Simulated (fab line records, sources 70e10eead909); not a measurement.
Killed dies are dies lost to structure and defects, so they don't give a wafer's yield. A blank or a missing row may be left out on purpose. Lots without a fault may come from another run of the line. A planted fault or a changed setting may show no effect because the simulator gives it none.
A struck lot beside a sound one | flow nand_harc | 16 steps out of a route of 1159
Sound: wafers L418.1, L418.3, L418.5. Struck: wafers L410.1, L410.3, L410.4. The cause comes at the end.
At each step with rows: each side's tool, then ch and its chambers, then its first start. Under that, the readings that differ: sound wafers | struck wafers | difference of the means | sigmas: that difference in standard deviations of wafers without a fault.
alike: readings whose means differ by less than 2 such deviations, and words and numbers that are the same on both sides. not compared: withheld readings, readings that some wafer has no value for, bounds like >300 that may hide the same value, and numbers for which the record gives no deviation and whose values overlap.
The two part at a step that has a row with sigmas, a row that says differs or no value, or rows on one side only. Numbers that don't overlap but have no deviation are shown without sigmas and don't part them. A reading that every wafer of one side lacks parts them only if that side has two wafers or more.

NHARC_A_BLC_ETCH_16: etches the open film in CF4, target depth 39 nm, time 65 s.
  sound on rie_diel-04 ch 1,2, day 21 13:30; struck on rie_diel-04 ch 1,2,3, day 19 14:21
  alike: drypump_motor_current_A, mfc_ar_sccm, oes_product_au, rf_vpp_V, showerhead_plenum_p_Torr, throttle_valve_pct
  not compared: rf_hours_counter_h
then, 2 steps without rows for these wafers: NHARC_A_BLC_ETCH_17 (etches the open film in N2/H2, target depth 390 nm, time 609.38 s); NHARC_A_BLC_ETCH_18 (etches the open film in C4F8/O2/Ar, target depth 910 nm).
NHARC_A_BLC_CD_MEAS_19:
  sound on cd_sem-01, day 21 14:34; struck on cd_sem-02, day 19 15:24
  alike: cd_nm
NHARC_A_BLC_STRIP_29: strips in CF4.
  sound on rie_diel-02 ch 1,2, day 21 14:38; struck on rie_diel-04 ch 1,2,3, day 19 15:29
  alike: drypump_motor_current_A, mfc_ar_sccm, oes_product_au, rf_vpp_V, showerhead_plenum_p_Torr, throttle_valve_pct
  not compared: rf_hours_counter_h
then, 4 steps without rows for these wafers: NHARC_A_BLC_STRIP_21 (strips in O2); NHARC_A_BLC_STRIP_22 (strips in post etch residue remover, time 600 s); NHARC_A_BLC_DEGAS_30 (time 60 s); NHARC_A_BLC_PRE_CLEAN_31 (time 15 s).
NHARC_A_BLC_PVD_32: deposits Ti, target thk 5 nm, time 17.7 s.
  sound on pvd_sputter-02; struck on pvd_sputter-03
  alike: throttle_valve_pct
NHARC_A_BLC_ALD_23: deposits TiN, target thk 3 nm, pulse time 1 s, ald cycles 150.
  sound on ald_metal-03 ch 0,1,2, day 21 15:28; struck on ald_metal-02 ch 0,1,3, day 19 16:17
  alike: heater_power_w, precursor_pulse_height_rel
NHARC_A_BLC_CVD_24: deposits W, target thk 150 nm, time 434 s.
  sound on cvd_w-01 ch 1; struck on cvd_w-02 ch 0,1
  alike: heater_power_w, mfc_ar_sccm, throttle_valve_pct
NHARC_A_BLC_CMP_25: polishes, t overpolish 30 s, target thk 150 nm.
  sound on cmp-03 ch 2,3, day 21 20:00; struck on cmp-02 ch 1,2,3, day 19 17:07
  no value came back on the struck wafers for edge_zone_pressure_frac, motor_current_A (A), overpolish_run_s (s), time_to_endpoint_s (s); on the sound wafers edge_zone_pressure_frac reads 1.004 0.993 1.008
then, 1 step without rows for these wafers: NHARC_A_BLC_SRD_27.
NHARC_A_BLC_INSPECT_28:
  sound on defect_inspect-01, day 21 20:24; struck on defect_inspect-01, day 19 17:41
  reading          | sound       | struck         | difference | sigmas
  raw_defect_count | 417 616 364 | 6834 6605 6543 | +6195      | +52
  not compared: hold
NHARC_END_SORT_01:
  the record has rows for the sound wafers here (prober-02 ch 0, day 23 20:20) and none for the struck ones

WHERE THEY PART
First at NHARC_A_BLC_CMP_25; last, within this record, at NHARC_END_SORT_01.

WHY: what the simulator had put in
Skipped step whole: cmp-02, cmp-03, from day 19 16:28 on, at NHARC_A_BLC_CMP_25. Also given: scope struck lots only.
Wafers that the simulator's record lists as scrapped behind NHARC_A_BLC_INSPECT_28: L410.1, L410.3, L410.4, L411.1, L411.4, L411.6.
